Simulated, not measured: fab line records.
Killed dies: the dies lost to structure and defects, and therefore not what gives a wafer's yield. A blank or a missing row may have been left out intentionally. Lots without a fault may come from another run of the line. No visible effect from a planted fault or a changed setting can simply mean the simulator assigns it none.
Which tool was responsible? ; flow n5Finfet ; 36 wafers sampled from 12 lots at 1 step of a route of 1938

== WHAT EACH GAUGE READ, for each wafer ==
N5_BEOL_M14_INSPECT_30: inspects for defects (macro).
lot;measured;on;rawDefectCount
L942;day 12 17:52;defectInspect-01;5 4 4
L944;day 14 10:02;defectInspect-01;2 1 2
L946;day 15 03:22;defectInspect-02;1 0 2
L948;day 15 08:16;defectInspect-02;4 3 1
L949;day 15 14:07;defectInspect-02;0 2 3
L951;day 15 15:08;defectInspect-02;6 2 1
L950;day 15 22:39;defectInspect-01;4 0 1
L952;day 16 01:06;defectInspect-02;2 2 1
L953;day 16 18:11;defectInspect-01;3 3 4
L965;day 19 00:59;defectInspect-01;1 1 2
L947;day 19 05:38;defectInspect-02;2 1 0
L963;day 20 00:47;defectInspect-02;3 2 1

== EACH LOT AND THE TOOL THAT RAN IT (in order: tool; ch and the chambers of the sampled wafers; start) ==
The record shows no process step preceding these readings.

== WHAT THE TOOLS THEMSELVES READ (means of the sampled wafers that have a number; where no wafer has one, the mark that the record gives instead) ==
The record holds no such reading with a usual standard deviation.

== THE ANSWER, worked out from the rows above alone ==
Rule: the usual values come from the lots themselves. Put in order of their means at a reading, lots are off if they are a third of the lots or fewer, leave a main group of 4 or more, and stand apart from it by a gap of 3 or more times the standard deviation of the main group's means; of several such gaps the widest counts. A main group is skipped when, at the precision printed for the reading in the tables above, its means are all equal. Also off: a lot with no number at a reading for which 4 or more lots have one. All remaining lots with rows at the step are treated as sound. The gauges are gone through in route order, then the tools' own readings, and for those a lot's mean is taken as printed above. At the first step where some lot is off, the reading lying furthest off is the one used; lots without a number count as furthest.
No lot is off on any of the readings shown, so nothing can be concluded from this.

== WHAT THE SIMULATOR PUT IN ==
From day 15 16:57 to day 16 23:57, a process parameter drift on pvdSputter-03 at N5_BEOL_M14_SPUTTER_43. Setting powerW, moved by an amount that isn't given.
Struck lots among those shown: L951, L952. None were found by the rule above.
